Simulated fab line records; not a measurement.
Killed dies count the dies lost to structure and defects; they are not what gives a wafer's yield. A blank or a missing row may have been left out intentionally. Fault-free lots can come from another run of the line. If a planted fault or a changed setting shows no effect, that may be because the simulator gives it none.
fab line records -- flow nandHarc
record: lots: 7, wafers: 20, lastDay: 25
route steps=1159 shown P_CONTACT@235 END@1159
lots that met no fault: from a run of the same line without faults
startH: hours from the record's opening day to when the first of the lot's shown wafers began -- waitH: hours elapsed since this lot's preceding step -- " identical to the entry in the row above -- L1.1+2: one row covering several wafers at once -- - no value present, or no start provided -- * or withheld: withheld -- < > ~ a bound
route shown NAME@n: NAME is a module with steps in the file, n the number in the route of the first one -- usual: mean/standard deviation taken from wafers without a fault -- same: alike in all rows -- chamber/n: place in a boat -- sites: readings site by site -- _std_site: the standard deviation of these -- _edge_site: mean of outer sites minus mean of inner sites -- radiusMm: how far each site lies from the wafer's centre -- mask NAME#n: copy n -- behind: the most recent tool/chamber to have shaped the wafer -- hold: the reason the lot was held/the length of the hold in hours/how it ended -- device: transistor that didn't switch, given as n, p or np -- end of line: tests run on the same wafers once the route is complete -- where a step has no rows: the recipe by itself -- killed: dies lost to structure and defects at the first sort, not the wafer's yield -- map: dies across one wafer; x = killed, . = not, _ = none there
set.NAME: the setting that was run; set.NAME@STEP: the one run at that earlier step -- model.NAME: the simulator's own value behind a step, which no gauge read
certain route steps with their lots: each step a table, each wafer a row
services: a tool's chamber out of use, with start hour (startH, from the record's first day; less than 0 if before it), hours out, and reason
== steps ==
step: NHARC_P_CONTACT_DESCUM_17
recipe: timeS: 3, o2FlowSccm: 200, arFlowSccm: 0, biasPowerW: 0, chemistry: O2
usual: drypumpMotorCurrentA: 5.8/0.31, oesProductAu: 1.001/0.01, rfVppV: 58.0/0.99, showerheadPlenumPTorr: 1.94/0.086, throttleValvePct: 11.311/0.0098
same: biasPowerW: 0
lot.wafer,tool,chamber,startH,waitH,drypumpMotorCurrentA,oesProductAu,rfHoursCounterH,rfVppV,showerheadPlenumPTorr,throttleValvePct
L326.2,rieDiel-04,0,138.17,0.1,6.4,0.984,6,58.7,2.00,11.306
L326.4,rieDiel-04,2,138.17,0.1,5.9,0.990,7,57.6,1.92,11.294
L326.5,rieDiel-04,0,138.17,0.1,6.3,1.001,-,58.6,2.00,11.311
L325.4,rieDiel-13,0,138.60,0.1,5.8,1.027,4,57.3,2.04,11.303
L325.1,rieDiel-13,1,138.60,0.1,6.0,0.983,4,58.3,1.82,11.304
L325.5,rieDiel-13,0,138.60,0.1,5.8,1.016,-,56.7,2.04,11.314
L330.3,rieDiel-01,0,164.50,0.1,5.9,1.012,2,58.2,1.88,11.312
L330.4,rieDiel-01,1,164.50,0.1,6.1,1.013,2,57.8,2.04,11.300
L330.2,rieDiel-01,2,164.50,0.1,5.2,0.990,2,56.6,1.82,11.288
L332.1,rieDiel-01,1,172.95,0.1,6.1,1.002,3,58.4,2.04,11.319
L332.5,rieDiel-01,1,172.95,0.1,6.1,1.000,-,58.5,2.04,11.310
L332.6,rieDiel-01,2,172.95,0.1,5.1,0.992,-,58.1,1.82,11.319
L340.2,rieDiel-13,1,218.23,0.1,6.0,0.980,11,57.0,1.82,11.312
L340.3,rieDiel-13,3,218.23,0.1,5.6,1.012,10,57.8,1.96,11.299
L340.5,rieDiel-13,3,218.23,0.1,5.6,1.001,-,59.0,1.96,11.310
L342.3,rieDiel-01,1,232.31,0.1,6.1,1.009,9,58.9,2.04,11.317
L342.5,rieDiel-01,0,232.31,0.1,5.9,1.020,-,58.2,1.88,11.316
L343.2,rieDiel-01,3,243.06,0.1,5.4,0.993,9,59.1,2.03,11.313
L343.5,rieDiel-01,3,243.06,0.1,5.4,1.007,-,59.2,2.03,11.310
L343.6,rieDiel-01,0,243.06,0.1,5.8,1.016,-,59.3,1.88,11.312
step: NHARC_P_CONTACT_ETCH_35
recipe: targetDepthA: 390, overEtchFrac: 0.3, timeS: 65, ionEnergyEv: 80, cf4FlowSccm: 150, arFlowSccm: 0, rfW: 300, biasW: 100, chemistry: CF4
usual: biasW: 99.99/0.29, drypumpMotorCurrentA: 5.8/0.32, oesProductAu: 0.999/0.01, rfVppV: 151.6/1.2, showerheadPlenumPTorr: 1.79/0.075, throttleValvePct: 13.284/0.0094
lot.wafer,tool,chamber,startH,waitH,biasW,drypumpMotorCurrentA,oesProductAu,rfHoursCounterH,rfVppV,showerheadPlenumPTorr,throttleValvePct
L326.4,rieDiel-04,3,138.25,0.1,100.01,5.9,0.984,5,152.1,1.81,13.293
L326.2,rieDiel-04,1,138.25,0.1,100.17,5.8,0.991,8,150.7,1.68,13.281
L326.5,rieDiel-04,2,138.25,0.1,99.83,5.9,0.996,-,152.1,1.78,13.289
L325.1,rieDiel-13,2,138.69,0.1,99.76,6.1,1.003,2,151.8,1.84,13.290
L325.4,rieDiel-13,3,138.69,0.1,99.48,5.6,0.998,4,152.8,1.81,13.267
L325.5,rieDiel-13,3,138.69,0.1,99.66,5.6,1.000,-,152.7,1.81,13.293
L330.2,rieDiel-01,2,164.58,0.1,100.44,5.2,1.010,2,150.7,1.68,13.274
L330.3,rieDiel-01,0,164.58,0.1,100.02,5.9,1.003,2,150.9,1.74,13.289
L330.4,rieDiel-01,1,164.58,0.1,100.21,6.1,1.007,2,152.2,1.88,13.285
L332.1,rieDiel-01,3,173.03,0.1,100.28,5.4,0.987,3,152.7,1.87,13.288
L332.6,rieDiel-01,3,173.03,0.1,100.20,5.4,0.993,-,153.6,1.87,13.290
L332.5,rieDiel-01,0,173.03,0.1,99.66,5.9,1.010,-,150.9,1.74,13.301
L340.3,rieDiel-13,3,218.38,0.1,99.88,5.6,1.001,10,151.3,1.81,13.255
L340.2,rieDiel-13,0,218.38,0.1,99.86,5.8,0.994,11,154.2,1.87,13.280
L340.5,rieDiel-13,1,218.38,0.1,99.99,6.0,0.994,-,150.0,1.69,13.284
L342.3,rieDiel-01,0,232.40,0.1,100.56,5.9,1.017,8,151.7,1.74,13.279
L342.5,rieDiel-01,2,232.40,0.1,99.79,5.2,0.984,-,150.1,1.68,13.280
L343.2,rieDiel-01,3,243.17,0.1,100.37,5.4,0.997,9,151.8,1.87,13.279
L343.6,rieDiel-01,0,243.17,0.1,100.37,5.9,1.019,-,151.8,1.74,13.285
L343.5,rieDiel-01,1,243.17,0.1,99.99,6.1,1.011,-,152.0,1.88,13.291
step: NHARC_P_CONTACT_ETCH_36
recipe: targetDepthA: 2600, overEtchFrac: 0.25, timeS: 406.25, ionEnergyEv: 200, n2FlowSccm: 150, h2FlowSccm: 150, arFlowSccm: 0, rfW: 400, biasW: 150, chemistry: N2/H2
usual: biasW: 150.0/0.49, drypumpMotorCurrentA: 5.8/0.33, h2FlowSccm: 150.1/0.43, oesProductAu: 1.001/0.01, rfVppV: 431.3/2.9, showerheadPlenumPTorr: 2.07/0.099, throttleValvePct: 14.169/0.0092
lot.wafer,tool,chamber,startH,waitH,biasW,drypumpMotorCurrentA,h2FlowSccm,oesProductAu,rfHoursCounterH,rfVppV,showerheadPlenumPTorr,throttleValvePct
L326.4,rieDiel-04,1,-,-,149.9,5.9,150.6,1.003,8,426.8,1.93,14.167
L326.2,rieDiel-04,2,-,-,149.9,5.9,150.0,0.997,7,431.8,2.05,14.156
L326.5,rieDiel-04,1,-,-,149.8,5.9,150.7,1.005,-,428.5,1.93,14.175
L325.1,rieDiel-13,1,-,-,150.5,6.0,150.3,0.999,5,427.7,1.94,14.166
L325.4,rieDiel-13,2,-,-,150.3,6.1,151.0,1.004,3,434.2,2.13,14.189
L325.5,rieDiel-13,0,-,-,150.1,5.8,150.0,1.016,-,434.4,2.17,14.186
L330.3,rieDiel-01,2,-,-,150.4,5.2,150.0,0.996,2,427.9,1.93,14.185
L330.4,rieDiel-01,3,-,-,149.2,5.4,150.4,0.998,2,434.6,2.17,14.179
L330.2,rieDiel-01,0,-,-,150.1,5.9,150.2,1.020,2,430.4,2.01,14.156
L332.1,rieDiel-01,3,-,-,148.8,5.5,150.2,0.983,3,434.5,2.17,14.176
L332.6,rieDiel-01,2,-,-,150.2,5.1,149.8,0.995,-,427.4,1.93,14.183
L332.5,rieDiel-01,3,-,-,149.7,5.5,150.5,0.985,-,432.6,2.17,14.169
L340.3,rieDiel-13,0,-,-,150.3,5.8,150.3,1.002,11,435.3,2.17,14.185
L340.2,rieDiel-13,3,-,-,149.9,5.6,149.5,1.008,11,431.6,2.09,14.167
L340.5,rieDiel-13,1,-,-,150.3,6.0,150.1,1.001,-,428.7,1.94,14.166
L342.3,rieDiel-01,2,-,-,149.6,5.1,150.8,0.992,10,425.5,1.93,14.164
L342.5,rieDiel-01,1,-,-,150.6,6.1,150.1,1.006,-,434.8,2.18,14.178
L343.2,rieDiel-01,0,-,-,150.3,5.9,150.3,1.024,9,430.4,2.00,14.162
L343.6,rieDiel-01,2,-,-,150.9,5.2,149.5,1.002,-,428.2,1.93,14.170
L343.5,rieDiel-01,3,-,-,150.1,5.4,150.0,0.998,-,434.0,2.17,14.172
step: NHARC_P_CONTACT_ETCH_18
recipe: targetDepthA: 4810, timeS: 240.5, c4f8FlowSccm: 20, o2FlowSccm: 10, arFlowSccm: withheld, rfW: 600, biasW: 1500, chemistry: C4F8/O2/Ar
usual: biasW: 1500/4.4, oesProductAu: 0.961/0.017, rfVppV: 980/6
lot.wafer,tool,chamber,startH,waitH,biasW,oesProductAu,rfHoursCounterH,rfVppV
L326.4,rieDiel-04,1,-,-,1508,0.970,9,972
L326.2,rieDiel-04,0,-,-,1502,0.950,7,985
L326.5,rieDiel-04,1,-,-,1508,0.968,-,970
L325.1,rieDiel-13,3,-,-,1499,0.966,4,983
L325.4,rieDiel-13,0,-,-,1495,0.968,4,985
L325.5,rieDiel-13,1,-,-,1498,0.944,-,973
L330.4,rieDiel-01,2,-,-,1498,0.977,2,972
L330.3,rieDiel-01,3,-,-,1497,0.977,2,986
L330.2,rieDiel-01,0,-,-,1504,0.980,2,977
L332.1,rieDiel-01,1,-,-,1492,0.931,3,987
L332.6,rieDiel-01,2,-,-,1501,0.918,-,972
L332.5,rieDiel-01,3,-,-,1489,0.922,-,985
L340.2,rieDiel-13,0,-,-,1504,0.959,11,984
L340.3,rieDiel-13,1,-,-,1502,0.942,12,972
L340.5,rieDiel-13,1,-,-,1491,0.932,-,972
L342.3,rieDiel-01,2,-,-,1498,0.968,10,971
L342.5,rieDiel-01,1,-,-,1501,0.973,-,985
L343.2,rieDiel-01,3,-,-,1494,0.949,10,986
L343.6,rieDiel-01,2,-,-,1502,0.965,-,971
L343.5,rieDiel-01,3,-,-,1496,0.949,-,986
step: NHARC_P_CONTACT_STRIP_37
recipe: c4f8FlowSccm: withheld, o2FlowSccm: 8, arFlowSccm: withheld, biasW: 0, chemistry: C4F8/O2/Ar
step: NHARC_P_CONTACT_ETCH_31
recipe: targetDepthA: 300, timeS: 85.7, ionEnergyEv: 120, overEtchFrac: 1, ch3fFlowSccm: 50, o2FlowSccm: 30, arFlowSccm: 200, rfW: 500, biasW: 100, chemistry: CH3F/O2
step: NHARC_P_CONTACT_CD_MEAS_19
usual: cdNm: 90.1/1.3
lot.wafer,tool,chamber,startH,waitH,cdNm
L326.2,cdSem-01,-,139.05,-,89.3
L326.4,cdSem-01,-,139.05,-,89.9
L326.5,cdSem-01,-,139.05,-,90.2
L325.1,cdSem-03,-,139.48,-,91.2
L325.4,cdSem-03,-,139.48,-,90.2
L325.5,cdSem-03,-,139.48,-,91.4
L330.2,cdSem-02,-,165.37,-,91.1
L330.3,cdSem-02,-,165.37,-,90.4
L330.4,cdSem-02,-,165.37,-,88.6
L332.1,cdSem-03,-,173.82,-,88.6
L332.5,cdSem-03,-,173.82,-,89.1
L332.6,cdSem-03,-,173.82,-,90.6
L340.2,cdSem-03,-,219.78,-,90.2
L340.3,cdSem-03,-,219.78,-,92.1
L340.5,cdSem-03,-,219.78,-,92.7
L342.3,cdSem-01,-,233.18,-,89.1
L342.5,cdSem-01,-,233.18,-,90.8
L343.2,cdSem-02,-,243.95,-,90.9
L343.5,cdSem-02,-,243.95,-,89.6
L343.6,cdSem-02,-,243.95,-,91.4
step: NHARC_P_CONTACT_STRIP_28
recipe: o2FlowSccm: 500, arFlowSccm: 0, biasW: 0, chemistry: O2
step: NHARC_P_CONTACT_STRIP_29
recipe: timeS: 1200, tempC: 72.5, chemistry: postEtchResidueRemover
step: NHARC_P_CONTACT_DEGAS_38
recipe: tempC: 300, timeS: 60
step: NHARC_P_CONTACT_PRE_CLEAN_39
recipe: timeS: 19.5, biasV: 250, gas: Ar
step: NHARC_P_CONTACT_PVD_32
recipe: targetThkA: 50, chamberPressurePa: 5, powerW: 5000, substrateTempC: 200, timeS: 17.7, material: Ti
usual: cathodeDcPowerW: 5000.1/0.9, throttleValvePct: 30.1/0.98
lot.wafer,tool,chamber,startH,waitH,cathodeDcPowerW,throttleValvePct
L326.2,pvdSputter-02,-,-,-,4999.3,28.2
L326.4,pvdSputter-02,-,-,-,5000.3,29.5
L326.5,pvdSputter-02,-,-,-,5000.5,30.5
L325.4,pvdSputter-03,-,-,-,5000.7,29.8
L325.1,pvdSputter-03,-,-,-,5000.0,30.7
L325.5,pvdSputter-03,-,-,-,4999.4,31.8
L330.2,pvdSputter-02,-,-,-,4999.1,28.9
L330.3,pvdSputter-02,-,-,-,5000.1,29.4
L330.4,pvdSputter-02,-,-,-,4999.7,30.4
L332.1,pvdSputter-01,-,-,-,4999.6,30.0
L332.6,pvdSputter-01,-,-,-,5000.1,29.9
L332.5,pvdSputter-01,-,-,-,5000.2,29.9
L340.3,pvdSputter-01,-,-,-,4998.8,30.3
L340.2,pvdSputter-01,-,-,-,5001.7,32.3
L340.5,pvdSputter-01,-,-,-,5001.3,30.4
L342.3,pvdSputter-01,-,-,-,4999.5,31.9
L342.5,pvdSputter-01,-,-,-,5001.0,31.9
L343.2,pvdSputter-03,-,-,-,5001.1,30.7
L343.5,pvdSputter-03,-,-,-,5001.0,29.0
L343.6,pvdSputter-03,-,-,-,5000.4,29.8
step: NHARC_P_CONTACT_ALD_22
recipe: targetThkA: 30, pulseTimeS: 1, aldCycles: 150, tempC: 450, material: TiN
usual: aldCycles: 150/0, heaterPowerW: 1163/100, precursorPulseHeightRel: 0.999/0.021
lot.wafer,tool,chamber,startH,waitH,aldCycles,heaterPowerW,precursorPulseHeightRel
L326.4,aldMetal-03,1,140.00,-,150,1247,1.007
L326.2,aldMetal-03,2,140.00,-,150,1054,0.986
L326.5,aldMetal-03,1,140.00,-,150,1235,0.987
L325.4,aldMetal-04,0,140.45,-,150,1055,1.021
L325.1,aldMetal-04,1,140.45,-,150,1244,0.984
L325.5,aldMetal-04,3,140.45,-,150,1200,1.002
L330.4,aldMetal-04,0,166.33,-,150,1052,1.034
L330.3,aldMetal-04,1,166.33,-,150,1313,0.974
L330.2,aldMetal-04,2,166.33,-,150,992,1.024
L332.1,aldMetal-01,0,174.78,-,150,1242,1.005
L332.5,aldMetal-01,0,174.78,-,150,1204,0.969
L332.6,aldMetal-01,1,174.78,-,150,992,1.000
L340.2,aldMetal-01,3,221.15,-,150,1127,1.045
L340.3,aldMetal-01,0,221.15,-,150,1263,1.010
L340.5,aldMetal-01,3,221.15,-,127,1168,0.972
L342.3,aldMetal-01,0,234.16,-,150,1193,1.023
L342.5,aldMetal-01,1,234.16,-,127,993,0.998
L343.2,aldMetal-01,3,244.95,-,150,1139,0.964
L343.5,aldMetal-01,1,244.95,-,127,1018,1.012
L343.6,aldMetal-01,2,244.95,-,150,1243,1.019
step: NHARC_P_CONTACT_CVD_23
recipe: targetThkA: 2000, tempC: 300, pressureTorr: 40, wf6FlowSccm: 40, h2FlowSccm: 1600, arFlowSccm: 1560, timeS: 557, material: W
step: NHARC_END_SORT_01
recipe: tempC: 25
usual: killedAtArray: 27/12, killedAtOther: 0.8/1, killedAtPeriphery: 4.0/2.5, killedDies: 32/11, killedOpen: 3.3/1.8, killedShort: 2.0/1.5
same: grossDies: 677
lot.wafer,tool,chamber,startH,waitH,killedAtArray,killedAtOther,killedAtPeriphery,killedDies,killedOpen,killedShort
L325.1,prober-01,0,464.41,2.5,14,0,3,17,4,3
L325.4,prober-01,0,466.78,3.4,8,0,3,11,2,1
L325.5,prober-01,0,467.57,3.7,9,0,1,10,4,0
L326.2,prober-02,0,468.11,2.8,31,0,2,33,0,5
L326.4,prober-02,0,469.70,3.4,30,0,3,33,2,2
L326.5,prober-02,0,470.49,3.7,31,0,6,37,1,3
L332.1,prober-01,0,488.63,2.5,26,0,8,34,4,0
L332.5,prober-01,0,491.89,3.8,28,0,2,30,1,4
L332.6,prober-01,0,492.70,4.1,20,1,5,26,3,1
L330.2,prober-02,0,497.24,2.8,25,0,2,27,3,0
L330.3,prober-02,0,498.03,3.1,19,0,2,21,2,2
L330.4,prober-02,0,498.82,3.4,27,0,3,30,4,0
L340.2,prober-02,0,550.51,2.8,21,1,3,25,1,1
L340.3,prober-02,0,551.32,3.1,26,1,4,31,6,2
L340.5,prober-02,0,552.94,3.7,24,1,8,33,7,3
L342.3,prober-01,0,561.18,3.1,35,0,0,35,0,0
L342.5,prober-01,0,562.77,3.7,47,2,0,49,2,4
L343.2,prober-02,0,589.09,2.8,19,0,5,24,5,1
L343.5,prober-02,0,591.48,3.7,21,4,6,31,3,4
L343.6,prober-02,0,592.28,4.0,25,0,8,33,3,1
killed by level:class
L325.1 A_M0:geometricParticle:short=3 A_CONTACT:chamberFilmFlake=3 A_CONTACT:geometricParticle:open=2 P_ZERO_WELL:chamberFilmFlake=2 A_CHANNEL_HOLE_D1:chamberFilmFlake=2 A_BLC:geometricParticle:open=1 A_M1:geometricParticle:open=1 P_M2:chamberFilmFlake=1
L325.4 A_CHANNEL_HOLE_D1:chamberFilmFlake=4 P_ZERO_WELL:chamberFilmFlake=2 A_ZERO_WELL:chamberFilmFlake=2 P_CONTACT:geometricParticle:open=1 A_CONTACT:geometricParticle:short=1 A_M0:geometricParticle:open=1
L325.5 A_STAIRCASE:chamberFilmFlake=3 A_CONTACT:geometricParticle:open=2 A_WL_FILL:geometricParticle:open=1 A_BLC:geometricParticle:open=1 P_ZERO_WELL:chamberFilmFlake=1 A_SLIT:chamberFilmFlake=1 A_BLC:chamberFilmFlake=1
L326.2 A_CHANNEL_HOLE_D1:chamberFilmFlake=12 A_SLIT:chamberFilmFlake=9 A_STAIRCASE:chamberFilmFlake=3 A_WL_FILL:geometricParticle:short=2 P_CONTACT:geometricParticle:short=1 A_SOURCE_PLATE:geometricParticle:short=1 A_ONON_D1:geometricParticle:short=1 P_GATE:chamberFilmFlake=1
L326.4 A_CHANNEL_HOLE_D1:chamberFilmFlake=13 A_SLIT:chamberFilmFlake=8 A_STAIRCASE:chamberFilmFlake=3 P_ZERO_WELL:chamberFilmFlake=2 A_M1:chamberFilmFlake=2 P_STI:geometricParticle:open=1 A_SGD_CUT:geometricParticle:short=1 A_M0:geometricParticle:short=1
L326.5 A_CHANNEL_HOLE_D1:chamberFilmFlake=11 A_SLIT:chamberFilmFlake=11 P_ZERO_WELL:chamberFilmFlake=3 A_STAIRCASE:chamberFilmFlake=3 A_CONTACT:chamberFilmFlake=2 P_GATE:geometricParticle:short=1 A_ONON_D1:geometricParticle:short=1 A_WL_FILL:geometricParticle:short=1
L332.1 A_CHANNEL_HOLE_D1:chamberFilmFlake=18 P_M2:chamberFilmFlake=5 P_CONTACT:geometricParticle:open=1 P_STI:chamberFilmFlake=1 A_CONTACT:geometricParticle:open=1 A_M0:geometricParticle:open=1 A_M1:geometricParticle:open=1 P_ZERO_WELL:chamberFilmFlake=1
L332.5 A_CHANNEL_HOLE_D1:chamberFilmFlake=21 A_ONON_D1:geometricParticle:short=2 A_CHANNEL_FILL_D1:geometricParticle:short=1 A_BLC:geometricParticle:open=1 A_BLC:geometricParticle:short=1 P_STI:chamberFilmFlake=1 P_M2:chamberFilmFlake=1 A_STAIRCASE:chamberFilmFlake=1
L332.6 A_CHANNEL_HOLE_D1:chamberFilmFlake=18 P_M2:chamberFilmFlake=2 P_GATE:geometricParticle:open=1 P_M0:geometricParticle:open=1 A_CONTACT:geometricParticle:open=1 P_GATE:chamberFilmFlake=1 STARTING-WAFER:geometricParticle:short=1 A_CHANNEL_FILL_D1:chamberFilmFlake=1
L330.2 A_SLIT:chamberFilmFlake=10 A_CHANNEL_HOLE_D1:chamberFilmFlake=5 A_STAIRCASE:chamberFilmFlake=3 A_WL_FILL:chamberFilmFlake=3 A_CONTACT:chamberFilmFlake=2 P_GATE:geometricParticle:open=1 A_CONTACT:geometricParticle:open=1 A_M0:geometricParticle:open=1
L330.3 A_SLIT:chamberFilmFlake=10 A_CHANNEL_HOLE_D1:chamberFilmFlake=3 A_WL_FILL:chamberFilmFlake=3 P_GATE:geometricParticle:open=1 P_CONTACT:geometricParticle:open=1 A_CHANNEL_FILL_D1:geometricParticle:short=1 A_WL_FILL:geometricParticle:short=1 A_CONTACT:chamberFilmFlake=1
L330.4 A_SLIT:chamberFilmFlake=15 A_CONTACT:chamberFilmFlake=4 A_CHANNEL_HOLE_D1:chamberFilmFlake=2 A_WL_FILL:chamberFilmFlake=2 P_M1:geometricParticle:open=1 A_CHANNEL_FILL_D1:geometricParticle:open=1 A_WL_FILL:geometricParticle:open=1 A_M0:geometricParticle:open=1
L340.2 A_CONTACT:chamberFilmFlake=10 A_CHANNEL_HOLE_D1:chamberFilmFlake=4 A_WL_FILL:geometricParticle:open=1 A_BLC:geometricParticle:short=1 P_STI:chamberFilmFlake=1 P_GATE:chamberFilmFlake=1 P_M0:chamberFilmFlake=1 A_ZERO_WELL:chamberFilmFlake=1
L340.3 A_CONTACT:chamberFilmFlake=7 A_CHANNEL_HOLE_D1:chamberFilmFlake=6 A_BLC:geometricParticle:open=2 A_ZERO_WELL:chamberFilmFlake=2 A_STAIRCASE:chamberFilmFlake=2 A_BLC:chamberFilmFlake=2 P_CONTACT:geometricParticle:open=1 P_M0:geometricParticle:open=1
L340.5 A_CHANNEL_HOLE_D1:chamberFilmFlake=5 A_CONTACT:chamberFilmFlake=5 P_STI:chamberFilmFlake=3 A_ONON_D1:geometricParticle:short=2 A_WL_FILL:geometricParticle:open=2 P_GATE:chamberFilmFlake=2 A_WL_FILL:chamberFilmFlake=2 A_BLC:chamberFilmFlake=2
L342.3 A_SLIT:chamberFilmFlake=22 A_CONTACT:chamberFilmFlake=7 A_CHANNEL_HOLE_D1:chamberFilmFlake=5 A_STAIRCASE:chamberFilmFlake=1
L342.5 A_SLIT:chamberFilmFlake=22 A_CONTACT:chamberFilmFlake=9 A_STAIRCASE:chamberFilmFlake=5 A_CHANNEL_HOLE_D1:chamberFilmFlake=4 A_WL_FILL:geometricParticle:short=2 A_CONTACT:geometricParticle:short=2 A_CHANNEL_HOLE_D1:geometricParticle:open=1 STARTING-WAFER:geometricParticle:open=1
L343.2 A_CHANNEL_HOLE_D1:chamberFilmFlake=9 A_CONTACT:chamberFilmFlake=4 P_GATE:chamberFilmFlake=3 A_CONTACT:geometricParticle:open=2 A_STAIRCASE:chamberFilmFlake=2 P_CONTACT:geometricParticle:open=1 P_M0:geometricParticle:open=1 A_ONON_D1:geometricParticle:open=1
L343.5 A_CHANNEL_HOLE_D1:chamberFilmFlake=9 P_M1:chamberFilmFlake=5 A_CONTACT:chamberFilmFlake=4 THIN_TSV:chamberFilmFlake=4 A_STAIRCASE:chamberFilmFlake=2 P_GATE:geometricParticle:open=1 A_SOURCE_PLATE:geometricParticle:short=1 A_ONON_D1:geometricParticle:short=1
L343.6 A_CHANNEL_HOLE_D1:chamberFilmFlake=12 P_GATE:chamberFilmFlake=4 A_STAIRCASE:chamberFilmFlake=3 P_M1:chamberFilmFlake=3 A_CHANNEL_FILL_D1:chamberFilmFlake=3 A_CONTACT:chamberFilmFlake=3 P_M0:geometricParticle:open=1 A_ONON_D1:geometricParticle:short=1
== services ==
tool,chamber,startH,hours,kind
pvdSputter-01,-,116.01,2.6,repair
rieDiel-01,0,116.80,-,clean
rieDiel-01,1,116.80,-,clean
aldMetal-01,1,121.01,10.9,repair
rieDiel-01,-,137.80,9.0,pm
aldMetal-03,-,144.00,10.0,pm
pvdSputter-01,-,158.01,10.0,pm
pvdSputter-03,-,163.34,3.3,repair
rieDiel-13,1,167.23,4.1,repair
pvdSputter-01,-,168.67,3.5,repair
aldMetal-01,3,174.21,3.5,repair
rieDiel-13,0,176.22,11.7,repair
pvdSputter-02,-,180.01,1.7,repair
aldMetal-03,3,180.68,1.7,repair
aldMetal-01,1,181.80,41.9,repair
pvdSputter-03,-,192.92,1.7,repair
rieDiel-04,3,202.68,26.3,repair
aldMetal-04,-,206.34,1.7,repair
rieDiel-04,-,206.60,0.8,repair
pvdSputter-02,-,214.05,10.0,pm
rieDiel-13,2,214.62,8.7,repair
aldMetal-04,-,228.00,10.0,pm
rieDiel-13,3,230.93,6.9,repair
pvdSputter-01,-,240.31,0.9,repair
== key ==
firstSign: step: NHARC_P_CONTACT_ALD_22, reading: aldCycles, direction: down, sigmas: 99+, usual: 150, struck: 127
effect none on later readings
metAt NHARC_P_CONTACT_ALD_22
struckWafers L340.5,L342.5,L343.5
testerLeftOut L340,L342,L343
onsetBetween 174.78 221.15
fault: kind: processParameterDrift, tool: aldMetal-01, chamber: -, onsetH: 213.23, steps: NHARC_P_CONTACT_ALD_22, channel: aldCycles, offset: -23, shape: step, endH: 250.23, scope: struckWafersOnly, actsIn: theseRecipesOnly, stated: 150
testerLeftOut: of these lots the tester's yield and bins aren't shown, on N5 and GAA mostly nor the transistor test; their killed dies are dies lost to structure and defects alone, not to doping, threshold or leakage, so they don't give the yield
